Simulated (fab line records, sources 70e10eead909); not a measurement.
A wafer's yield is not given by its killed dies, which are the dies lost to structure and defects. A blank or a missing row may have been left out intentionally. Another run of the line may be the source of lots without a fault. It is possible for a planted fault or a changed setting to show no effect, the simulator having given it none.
fab line records | flow nand-harc
[record] lots = 13 wafers = 37 last-day = 33
route steps=1302 shown P_M1@295 END@1302
lots untouched by any fault: they come from a run of this same line in which no faults occurred
start-h: hours from the record's first day to the start of the lot's first wafer shown | wait-h: hours elapsed since this lot's preceding step | " identical to the entry in the row above | L1.1+2: a single row standing in for several wafers | - either no value or no given start | * or withheld: withheld | < > ~ a bound
route shown NAME@n: names a module that has steps shown in the file, with the first one's number in the route | usual: mean/standard deviation taken from wafers without a fault | same: alike in all rows | chamber/n: place in a boat | sites: readings site by site | _std_site: the values' standard deviation | _edge_site: outer sites' mean less inner sites' | radius-mm: how far each site lies from the wafer's centre | mask NAME#n: copy n | behind: tool/chamber where the wafer was last shaped | hold: what put the lot on hold/how long, in hours/how the hold closed | device: names the non-switching transistor (n, p or np) | end of line: the same wafers' tests at the end of the route | a step without rows: its recipe alone | killed: the dies lost at the first sort to structure and to defects; this is not the yield of the wafer | map: per-die view of a wafer (x killed, . not killed, _ where there is no die)
set.NAME: setting as actually run; set.NAME@STEP: the setting as run at that earlier step | model.NAME: the simulator's own value behind a step, which no gauge read
the route's steps for a sample of lots (tables are steps, rows are wafers)
services: a tool's chamber out of use, with start hour (start-h, from the record's first day; less than 0 if before it), hours out, and reason
[[steps]]
[step NHARC_P_M1_CD_MEAS_09]
[recipe] target-cd-nm = 130 landing-energy-ev = 500
[usual] cd-nm = 130.0/0.65
// columns lot.wafer tool chamber start-h wait-h cd-nm
L182.1 cd-sem-03 0 124.71 - 130.6
L182.2 " 0 " " 131.5
L182.5 " 0 " " 130.4
L183.4 cd-sem-02 0 137.82 - 131.3
L183.5 " 0 " " 130.3
L183.6 " 0 " " 128.9
L184.3 cd-sem-02 0 142.92 - 130.7
L184.4 " 0 " " 131.6
L184.6 " 0 " " 130.2
L187.1 cd-sem-02 0 173.68 - 131.1
L187.4 " 0 " " 130.2
L187.5 " 0 " " 130.1
L188.3 cd-sem-01 0 187.09 - 129.4
L188.4 " 0 " " 129.6
L188.6 " 0 " " 129.5
L189.2 cd-sem-01 0 200.91 - 131.0
L189.3 " 0 " " 130.5
L189.6 " 0 " " 130.5
L191.1 cd-sem-03 0 221.38 - 129.7
L191.2 " 0 " " 129.2
L191.6 " 0 " " 130.5
L193.1 cd-sem-01 0 247.54 - 131.0
L193.2 " 0 " " 129.4
L193.4 " 0 " " 130.3
L197.2 cd-sem-03 0 270.51 - 130.2
L200.1 cd-sem-01 0 309.10 - 130.2
L200.2 " 0 " " 129.8
L200.3 " 0 " " 129.6
L202.3 cd-sem-03 0 328.76 - 129.5
L202.4 " 0 " " 130.0
L202.5 " 0 " " 129.4
L203.2 cd-sem-03 0 342.43 - 130.6
L203.4 " 0 " " 129.7
L203.6 " 0 " " 129.4
L204.2 cd-sem-01 0 351.26 - 130.5
L204.4 " 0 " " 130.2
L204.6 " 0 " " 131.1
[step NHARC_P_M1_PVD_20]
[recipe] target-thk-a = 50 bias-v = 168.6 power-w = 15000 chamber-pressure-pa = 0.12 time-s = 8.06 substrate-temp-c = 50 material = TaN
[usual] throttle-valve-pct = 29.8/1.1
// columns lot.wafer tool chamber start-h wait-h throttle-valve-pct
L182.1 pvd-sputter-03 - - - 31.1
L182.2 " - " " 29.1
L182.5 " - " " 29.1
L183.4 pvd-sputter-03 - - - 31.0
L183.6 " - " " 29.2
L183.5 " - " " 30.8
L184.3 pvd-sputter-03 - - - 29.0
L184.4 " - " " 28.9
L184.6 " - " " 28.9
L187.1 pvd-sputter-01 - - - 30.9
L187.4 " - " " 32.7
L187.5 " - " " 30.9
L188.3 pvd-sputter-02 - - - 29.1
L188.4 " - " " 29.2
L188.6 " - " " 29.2
L189.3 pvd-sputter-02 - - - 29.2
L189.2 " - " " 28.8
L189.6 " - " " 29.2
L191.1 pvd-sputter-02 - - - 29.2
L191.2 " - " " 29.3
L191.6 " - " " 28.9
L193.1 pvd-sputter-03 - - - 29.8
L193.4 " - " " 30.8
L193.2 " - " " 29.5
L197.2 pvd-sputter-02 - - - 29.3
L200.1 pvd-sputter-01 - - - 30.9
L200.2 " - " " 31.7
L200.3 " - " " 28.1
L202.3 pvd-sputter-03 - - - 30.8
L202.4 " - " " 30.1
L202.5 " - " " 29.2
L203.2 pvd-sputter-02 - - - 29.4
L203.4 " - " " 28.9
L203.6 " - " " 29.4
L204.4 pvd-sputter-01 - - - 31.5
L204.2 " - " " 28.5
L204.6 " - " " 32.1
[step NHARC_P_M1_PVD_21]
[recipe] target-thk-a = 300 chamber-pressure-pa = 5 power-w = 5000 substrate-temp-c = 30 time-s = 20.49 material = Cu
[usual] throttle-valve-pct = 29.8/1.1
// columns lot.wafer tool chamber start-h wait-h throttle-valve-pct
L182.1 pvd-sputter-03 - - - 29.1
L182.2 " - " " 28.7
L182.5 " - " " 28.9
L183.4 pvd-sputter-03 - - - 28.9
L183.6 " - " " 29.4
L183.5 " - " " 30.7
L184.3 pvd-sputter-03 - - - 29.3
L184.4 " - " " 29.2
L184.6 " - " " 28.9
L187.4 pvd-sputter-01 - - - 29.2
L187.1 " - " " 30.6
L187.5 " - " " 32.5
L188.4 pvd-sputter-02 - - - 28.9
L188.3 " - " " 29.1
L188.6 " - " " 29.3
L189.2 pvd-sputter-02 - - - 29.0
L189.3 " - " " 29.3
L189.6 " - " " 28.8
L191.1 pvd-sputter-02 - - - 29.0
L191.2 " - " " 29.0
L191.6 " - " " 28.9
L193.2 pvd-sputter-03 - - - 29.6
L193.4 " - " " 30.4
L193.1 " - " " 30.3
L197.2 pvd-sputter-02 - - - 29.1
L200.1 pvd-sputter-01 - - - 30.7
L200.2 " - " " 28.3
L200.3 " - " " 32.0
L202.3 pvd-sputter-03 - - - 29.8
L202.4 " - " " 30.7
L202.5 " - " " 30.0
L203.4 pvd-sputter-02 - - - 29.3
L203.2 " - " " 28.7
L203.6 " - " " 28.8
L204.4 pvd-sputter-01 - - - 31.5
L204.2 " - " " 32.3
L204.6 " - " " 31.7
[step NHARC_P_M1_ECD_22]
[recipe] target-thk-a = 4000 bath-temp-c = 25 material = Cu
// columns lot.wafer tool chamber start-h wait-h
L182.2+1+5 ecd-cu-01 1,0,1 126.28 -
L183.4+6+5 ecd-cu-01 1,1,0 139.47 -
L184.3+4+6 ecd-cu-01 0,1,0 144.62 -
L187.1+4+5 ecd-cu-02 0,1,0 175.42 -
L188.3+4+6 ecd-cu-02 0,1,1 188.78 -
L189.2+3+6 ecd-cu-02 1,0,1 202.52 -
L191.2+1+6 ecd-cu-01 0,1,1 222.94 -
L193.2+1+4 ecd-cu-01 0,1,1 249.11 -
L197.2 ecd-cu-01 1 272.13 -
L200.2+1+3 ecd-cu-02 0,1,0 310.68 -
L202.3+4+5 ecd-cu-02 0,1,0 330.43 -
L203.2+4+6 ecd-cu-02 1,0,0 344.11 -
L204.2+4+6 ecd-cu-01 0,1,0 352.89 -
[step NHARC_END_SORT_01]
[recipe] temp-c = 25
[usual] defect-limited-yield = 91.2/2.8 killed-at-array = 56/19 killed-at-other = 0.8/1.1 killed-at-periphery = 3.4/2.5 killed-dies = 60/19 killed-open = 2.9/1.7 killed-short = 2.4/1.6
[same] gross-dies = 677
// columns lot.wafer tool chamber start-h wait-h defect-limited-yield[%] killed-at-array killed-at-other killed-at-periphery killed-dies killed-open killed-short
L182.1 prober-02 0 560.96 2.5 96.5 21 0 3 24 1 2
L182.2 prober-02 0 561.76 2.8 96.5 22 0 2 24 1 3
L182.5 prober-02 0 564.16 3.7 97.3 18 0 0 18 2 0
L183.4 prober-01 0 577.29 3.4 90.7 60 0 3 63 1 2
L183.5 prober-01 0 578.09 3.7 87.6 80 0 4 84 5 6
L183.6 prober-01 0 578.88 4.0 90.7 61 0 2 63 0 1
L184.3 prober-01 0 585.06 3.1 91.3 56 1 2 59 3 1
L184.4 prober-01 0 585.86 3.4 89.5 67 0 4 71 2 2
L184.6 prober-01 0 587.47 4.0 89.7 70 0 0 70 2 3
L187.1 prober-01 0 631.63 2.5 91.1 53 3 4 60 7 6
L187.4 prober-01 0 634.01 3.4 92.0 52 1 1 54 4 2
L187.5 prober-01 0 634.81 3.7 90.0 63 3 2 68 3 4
L189.2 prober-02 0 632.47 2.8 88.8 66 1 9 76 3 1
L189.3 prober-02 0 633.27 3.1 87.1 75 2 10 87 4 4
L189.6 prober-02 0 635.69 4.0 89.5 67 1 3 71 4 2
L188.3 prober-01 0 640.99 3.1 92.2 47 3 3 53 3 4
L188.4 prober-01 0 641.78 3.4 93.1 39 3 5 47 1 0
L188.6 prober-01 0 643.36 3.9 92.2 44 1 8 53 2 4
L191.1 prober-02 0 659.08 2.5 89.4 71 1 0 72 4 2
L191.2 prober-02 0 659.88 2.8 87.9 81 0 1 82 1 4
L191.6 prober-02 0 663.08 4.0 88.9 73 1 1 75 3 2
L193.1 prober-01 0 681.31 2.5 92.0 48 0 6 54 1 1
L193.2 prober-01 0 682.12 2.8 91.1 51 1 8 60 5 0
L193.4 prober-01 0 683.74 3.4 92.5 48 0 3 51 0 3
L197.2 prober-01 0 717.65 2.8 32.2 45 0 414 459 1 2
L200.1 prober-02 0 737.94 2.5 90.7 61 0 2 63 3 3
L200.2 prober-02 0 738.74 2.8 88.2 75 0 5 80 1 2
L200.3 prober-02 0 739.54 3.1 87.0 81 4 3 88 3 4
L202.3 prober-01 0 763.22 3.1 87.4 78 0 7 85 3 5
L202.4 prober-01 0 764.03 3.4 90.1 60 0 7 67 5 3
L202.5 prober-01 0 764.84 3.7 88.5 72 0 6 78 1 3
L203.2 prober-02 0 780.09 2.8 91.9 50 1 4 55 2 1
L203.4 prober-02 0 781.67 3.4 90.7 61 0 2 63 4 3
L203.6 prober-02 0 783.26 4.0 90.7 60 2 1 63 1 3
L204.2 prober-01 0 794.33 2.8 93.6 38 0 5 43 1 4
L204.4 prober-01 0 795.94 3.4 93.2 40 2 4 46 1 3
L204.6 prober-01 0 797.54 4.0 93.9 39 1 1 41 2 1
// killed by level:class
L182.1 A_CHANNEL_HOLE_D2:chamber-film-flake=7 A_CONTACT:chamber-film-flake=6 A_DECK1_JOINT:chamber-film-flake=2 A_STAIRCASE:chamber-film-flake=2 A_WL_FILL:chamber-film-flake=2 P_GATE:geometric-particle:open=1 A_CHANNEL_HOLE_D2:geometric-particle:short=1 A_CHANNEL_FILL_D2:geometric-particle:short=1
L182.2 A_CONTACT:chamber-film-flake=7 A_CHANNEL_HOLE_D2:chamber-film-flake=4 A_WL_FILL:chamber-film-flake=3 A_ONON_D1:geometric-particle:short=2 P_M1:geometric-particle:open=1 A_CHANNEL_HOLE_D2:geometric-particle:short=1 P_ZERO_WELL:chamber-film-flake=1 A_ZERO_WELL:chamber-film-flake=1
L182.5 A_CHANNEL_HOLE_D2:chamber-film-flake=9 A_CONTACT:chamber-film-flake=3 A_ONON_D2:geometric-particle:open=1 A_M0:geometric-particle:open=1 A_CHANNEL_FILL_D2:chamber-film-flake=1 A_STAIRCASE:chamber-film-flake=1 A_WL_FILL:chamber-film-flake=1 A_BONDPAD:chamber-film-flake=1
L183.4 A_SLIT:chamber-film-flake=24 A_CHANNEL_HOLE_D2:chamber-film-flake=17 A_STAIRCASE:chamber-film-flake=4 A_WL_FILL:chamber-film-flake=4 P_M1:chamber-film-flake=3 A_CONTACT:chamber-film-flake=3 A_CHANNEL_FILL_D1:chamber-film-flake=2 A_BONDPAD:chamber-film-flake=2
L183.5 A_SLIT:chamber-film-flake=30 A_CHANNEL_HOLE_D2:chamber-film-flake=28 A_STAIRCASE:chamber-film-flake=3 A_WL_FILL:chamber-film-flake=3 A_SGD_CUT:geometric-particle:short=2 A_WL_FILL:geometric-particle:short=2 A_M0:geometric-particle:open=2 P_M1:chamber-film-flake=2
L183.6 A_SLIT:chamber-film-flake=28 A_CHANNEL_HOLE_D2:chamber-film-flake=26 A_CONTACT:chamber-film-flake=3 P_M1:chamber-film-flake=2 A_CHANNEL_HOLE_D1:geometric-particle:short=1 A_ZERO_WELL:chamber-film-flake=1 A_STAIRCASE:chamber-film-flake=1 A_WL_FILL:chamber-film-flake=1
L184.3 A_CHANNEL_HOLE_D1:chamber-film-flake=22 A_SLIT:chamber-film-flake=20 A_CHANNEL_HOLE_D2:chamber-film-flake=4 A_STAIRCASE:chamber-film-flake=2 A_CONTACT:chamber-film-flake=2 A_M1:chamber-film-flake=2 P_BONDPAD:geometric-particle:open=1 A_DECK1_JOINT:geometric-particle:open=1
L184.4 A_SLIT:chamber-film-flake=26 A_CHANNEL_HOLE_D1:chamber-film-flake=25 A_CHANNEL_HOLE_D2:chamber-film-flake=6 P_M1:chamber-film-flake=3 A_M1:chamber-film-flake=2 P_STI:geometric-particle:short=1 A_ONON_D1:geometric-particle:short=1 A_DECK1_JOINT:geometric-particle:open=1
L184.6 A_CHANNEL_HOLE_D1:chamber-film-flake=23 A_SLIT:chamber-film-flake=19 A_CHANNEL_HOLE_D2:chamber-film-flake=8 A_M1:chamber-film-flake=7 A_CONTACT:unspecified=3 A_STAIRCASE:chamber-film-flake=2 A_CONTACT:chamber-film-flake=2 A_ONON_D1:geometric-particle:open=1
L187.1 A_SLIT:chamber-film-flake=28 A_CHANNEL_HOLE_D2:chamber-film-flake=6 P_GATE:geometric-particle:open=3 A_CHANNEL_FILL_D1:chamber-film-flake=3 THIN_TSV:chamber-film-flake=3 A_CONTACT:chamber-film-flake=2 P_STI:geometric-particle:short=1 A_ONON_D1:geometric-particle:open=1
L189.2 A_SLIT:chamber-film-flake=33 A_CHANNEL_HOLE_D2:chamber-film-flake=27 P_CONTACT:chamber-film-flake=5 A_CONTACT:chamber-film-flake=3 P_ZERO_WELL:chamber-film-flake=2 P_M0:geometric-particle:open=1 P_M0:geometric-particle:short=1 A_SGD_CUT:geometric-particle:open=1
L189.3 A_SLIT:chamber-film-flake=36 A_CHANNEL_HOLE_D2:chamber-film-flake=26 P_CONTACT:chamber-film-flake=5 P_ZERO_WELL:chamber-film-flake=3 A_CHANNEL_HOLE_D1:chamber-film-flake=3 A_DECK1_JOINT:geometric-particle:short=2 THIN_TSV:chamber-film-flake=2 P_CONTACT:geometric-particle:open=1
L187.4 A_SLIT:chamber-film-flake=28 A_CHANNEL_HOLE_D2:chamber-film-flake=7 A_CHANNEL_FILL_D2:chamber-film-flake=3 A_CONTACT:chamber-film-flake=3 A_STAIRCASE:chamber-film-flake=2 P_M0:geometric-particle:open=1 A_SOURCE_PLATE:geometric-particle:open=1 A_ONON_D1:geometric-particle:open=1
L187.5 A_SLIT:chamber-film-flake=35 A_CHANNEL_FILL_D2:chamber-film-flake=6 A_CHANNEL_HOLE_D1:chamber-film-flake=4 A_CHANNEL_HOLE_D2:chamber-film-flake=4 A_DECK1_JOINT:chamber-film-flake=3 A_CHANNEL_FILL_D1:chamber-film-flake=2 A_STAIRCASE:chamber-film-flake=2 THIN_TSV:chamber-film-flake=2
L189.6 A_CHANNEL_HOLE_D2:chamber-film-flake=31 A_SLIT:chamber-film-flake=27 A_DECK1_JOINT:chamber-film-flake=2 P_CONTACT:geometric-particle:open=1 A_CHANNEL_FILL_D1:geometric-particle:short=1 A_CHANNEL_FILL_D1:geometric-particle:open=1 A_DECK1_JOINT:geometric-particle:short=1 A_DECK1_JOINT:geometric-particle:open=1
L188.3 A_CHANNEL_HOLE_D2:chamber-film-flake=26 A_CONTACT:chamber-film-flake=4 A_CHANNEL_HOLE_D1:chamber-film-flake=3 A_DECK1_JOINT:chamber-film-flake=3 A_WL_FILL:chamber-film-flake=3 THIN_TSV:chamber-film-flake=2 A_ONON_D1:geometric-particle:open=1 A_CHANNEL_FILL_D1:geometric-particle:short=1
L188.4 A_CHANNEL_HOLE_D2:chamber-film-flake=26 A_CONTACT:chamber-film-flake=6 P_CONTACT:chamber-film-flake=3 THIN_TSV:chamber-film-flake=3 A_CHANNEL_HOLE_D1:chamber-film-flake=2 A_SGD_CUT:chamber-film-flake=2 A_CHANNEL_HOLE_D1:geometric-particle:open=1 P_ZERO_WELL:chamber-film-flake=1
L188.6 A_CHANNEL_HOLE_D2:chamber-film-flake=24 P_CONTACT:chamber-film-flake=5 A_CHANNEL_HOLE_D1:chamber-film-flake=3 A_CONTACT:chamber-film-flake=3 A_WL_FILL:geometric-particle:short=2 A_DECK1_JOINT:chamber-film-flake=2 A_WL_FILL:chamber-film-flake=2 A_STAIRCASE:chamber-film-flake=2
L191.1 A_SLIT:chamber-film-flake=32 A_CHANNEL_HOLE_D1:chamber-film-flake=27 A_STAIRCASE:chamber-film-flake=3 A_CHANNEL_HOLE_D1:geometric-particle:short=1 A_CHANNEL_FILL_D1:geometric-particle:open=1 A_CHANNEL_FILL_D2:geometric-particle:open=1 A_WL_FILL:geometric-particle:short=1 A_BLC:geometric-particle:open=1
L191.2 A_CHANNEL_HOLE_D1:chamber-film-flake=33 A_SLIT:chamber-film-flake=29 A_STAIRCASE:chamber-film-flake=5 A_M0:chamber-film-flake=4 A_CHANNEL_HOLE_D2:chamber-film-flake=3 A_CHANNEL_FILL_D1:geometric-particle:short=2 A_CONTACT:chamber-film-flake=2 P_CONTACT:geometric-particle:short=1
L191.6 A_SLIT:chamber-film-flake=34 A_CHANNEL_HOLE_D1:chamber-film-flake=29 A_M0:chamber-film-flake=3 P_STI:geometric-particle:open=1 A_SOURCE_PLATE:geometric-particle:open=1 A_CHANNEL_FILL_D1:geometric-particle:short=1 A_ONON_D2:geometric-particle:short=1 A_CONTACT:geometric-particle:open=1
L193.1 A_SLIT:chamber-film-flake=27 A_CONTACT:chamber-film-flake=9 A_CHANNEL_HOLE_D1:chamber-film-flake=6 P_M2:chamber-film-flake=5 A_WL_FILL:chamber-film-flake=2 P_CONTACT:geometric-particle:short=1 A_CHANNEL_FILL_D1:geometric-particle:open=1 A_CHANNEL_FILL_D1:chamber-film-flake=1
L193.2 A_SLIT:chamber-film-flake=25 A_CHANNEL_HOLE_D1:chamber-film-flake=8 A_CONTACT:chamber-film-flake=8 P_M2:chamber-film-flake=5 A_CHANNEL_FILL_D2:chamber-film-flake=4 A_WL_FILL:chamber-film-flake=2 P_M0:geometric-particle:open=1 A_ONON_D1:geometric-particle:open=1
L193.4 A_SLIT:chamber-film-flake=32 A_CHANNEL_HOLE_D1:chamber-film-flake=7 A_CONTACT:chamber-film-flake=5 P_M2:chamber-film-flake=2 P_M1:geometric-particle:short=1 A_SGD_CUT:geometric-particle:short=1 A_M0:geometric-particle:short=1 A_CHANNEL_FILL_D1:chamber-film-flake=1
L197.2 P_M1:unspecified=413 A_CHANNEL_HOLE_D1:chamber-film-flake=16 A_SLIT:chamber-film-flake=12 A_CHANNEL_HOLE_D2:chamber-film-flake=11 A_SOURCE_PLATE:geometric-particle:short=1 A_ONON_D2:geometric-particle:short=1 A_M0:geometric-particle:open=1 P_STI:chamber-film-flake=1
L200.1 A_SLIT:chamber-film-flake=23 A_CHANNEL_HOLE_D2:chamber-film-flake=17 A_CHANNEL_HOLE_D1:chamber-film-flake=6 A_CONTACT:chamber-film-flake=4 A_STAIRCASE:chamber-film-flake=3 A_WL_FILL:geometric-particle:open=2 A_BONDPAD:chamber-film-flake=2 P_GATE:geometric-particle:open=1
L200.2 A_SLIT:chamber-film-flake=29 A_CHANNEL_HOLE_D2:chamber-film-flake=18 A_CHANNEL_HOLE_D1:chamber-film-flake=15 A_CONTACT:chamber-film-flake=7 A_STAIRCASE:chamber-film-flake=4 P_BONDPAD:chamber-film-flake=2 P_M0:geometric-particle:open=1 P_M0:geometric-particle:short=1
L200.3 A_SLIT:chamber-film-flake=28 A_CHANNEL_HOLE_D2:chamber-film-flake=27 A_CHANNEL_HOLE_D1:chamber-film-flake=11 A_CONTACT:chamber-film-flake=5 THIN_TSV:chamber-film-flake=4 A_SGD_CUT:geometric-particle:short=2 P_BONDPAD:chamber-film-flake=2 A_BONDPAD:chamber-film-flake=2
L202.3 A_SLIT:chamber-film-flake=39 A_CHANNEL_HOLE_D1:chamber-film-flake=13 A_CONTACT:chamber-film-flake=9 A_STAIRCASE:chamber-film-flake=7 A_CHANNEL_FILL_D1:chamber-film-flake=3 P_ZERO_WELL:chamber-film-flake=2 P_M1:chamber-film-flake=2 P_GATE:geometric-particle:short=1
L202.4 A_SLIT:chamber-film-flake=30 A_CHANNEL_HOLE_D1:chamber-film-flake=9 A_CONTACT:chamber-film-flake=7 A_STAIRCASE:chamber-film-flake=4 P_ZERO_WELL:chamber-film-flake=2 P_M1:chamber-film-flake=2 P_GATE:geometric-particle:open=1 P_CONTACT:geometric-particle:open=1
L202.5 A_SLIT:chamber-film-flake=33 A_CHANNEL_HOLE_D1:chamber-film-flake=17 A_CONTACT:chamber-film-flake=8 P_M1:chamber-film-flake=5 A_CHANNEL_FILL_D1:chamber-film-flake=5 A_CHANNEL_HOLE_D2:chamber-film-flake=2 A_STAIRCASE:chamber-film-flake=2 P_GATE:geometric-particle:short=1
L203.2 A_SLIT:chamber-film-flake=31 A_CONTACT:chamber-film-flake=6 A_CHANNEL_FILL_D1:chamber-film-flake=3 A_CHANNEL_HOLE_D2:chamber-film-flake=3 A_CHANNEL_HOLE_D1:unspecified=2 A_CHANNEL_FILL_D2:chamber-film-flake=2 P_CONTACT:geometric-particle:open=1 A_SOURCE_PLATE:geometric-particle:short=1
L203.4 A_SLIT:chamber-film-flake=30 A_CONTACT:chamber-film-flake=6 A_CHANNEL_FILL_D1:chamber-film-flake=4 A_ZERO_WELL:chamber-film-flake=3 A_CHANNEL_HOLE_D1:unspecified=3 A_CHANNEL_FILL_D2:chamber-film-flake=3 A_STAIRCASE:chamber-film-flake=2 P_CONTACT:geometric-particle:short=1
L203.6 A_SLIT:chamber-film-flake=29 A_CONTACT:chamber-film-flake=10 A_ZERO_WELL:chamber-film-flake=6 A_CHANNEL_FILL_D1:chamber-film-flake=5 A_CHANNEL_HOLE_D1:chamber-film-flake=3 A_SGD_CUT:chamber-film-flake=2 THIN_TSV:chamber-film-flake=2 P_M2:geometric-particle:short=1
L204.2 A_CHANNEL_HOLE_D1:chamber-film-flake=15 A_SLIT:chamber-film-flake=8 A_CONTACT:chamber-film-flake=7 P_GATE:chamber-film-flake=3 A_STAIRCASE:chamber-film-flake=3 A_ONON_D2:geometric-particle:short=2 P_CONTACT:geometric-particle:short=1 P_M2:geometric-particle:open=1
L204.4 A_CHANNEL_HOLE_D1:chamber-film-flake=22 A_CONTACT:chamber-film-flake=5 A_SLIT:chamber-film-flake=4 P_GATE:chamber-film-flake=2 A_STAIRCASE:chamber-film-flake=2 THIN_TSV:chamber-film-flake=2 P_M2:geometric-particle:short=1 A_DECK1_JOINT:geometric-particle:open=1
L204.6 A_CHANNEL_HOLE_D1:chamber-film-flake=13 A_SLIT:chamber-film-flake=11 A_STAIRCASE:chamber-film-flake=7 A_CHANNEL_FILL_D1:chamber-film-flake=2 A_CONTACT:chamber-film-flake=2 A_DECK1_JOINT:geometric-particle:open=1 A_DECK1_JOINT:geometric-particle:short=1 A_CHANNEL_FILL_D2:geometric-particle:open=1
[[services]]
// columns tool chamber start-h hours kind
pvd-sputter-02 - 104.00 10.0 pm
pvd-sputter-03 - 135.60 0.5 repair
ecd-cu-01 - 160.00 8.0 pm
pvd-sputter-03 - 170.00 10.0 pm
ecd-cu-02 - 176.82 1.4 repair
pvd-sputter-01 - 226.02 10.0 pm
ecd-cu-02 - 244.73 8.0 pm
pvd-sputter-03 - 246.59 1.0 repair
pvd-sputter-02 - 247.77 8.5 repair
pvd-sputter-02 - 282.00 10.0 pm
ecd-cu-01 - 336.00 8.0 pm
pvd-sputter-01 - 339.34 8.4 repair
pvd-sputter-03 - 348.08 10.0 pm
[[key]]
[first-sign] step = NHARC_END_SORT_01 reading = killed-at-periphery direction = up sigmas = 99+ usual = 3.4 struck = 414
[effect] step = NHARC_END_SORT_01 reading = killed-dies direction = up sigmas = 21 usual = 60 struck = 459
[more-kills-born-at] NHARC_P_M1_ECD_22@ecd-cu-01 = 413
met-at NHARC_P_M1_ECD_22
struck-lots L197
struck-wafers L197.2
not-acting-at NHARC_P_M1_CD_MEAS_09,NHARC_P_M1_PVD_20,NHARC_P_M1_PVD_21
onset-between 249.11 272.13
[fault] kind = chamber-particle-source tool = ecd-cu-01 chamber = 1 onset-h = 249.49 steps = NHARC_P_M1_ECD_22 rate-per-visit-cm2 = 1.0529 end-h = 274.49
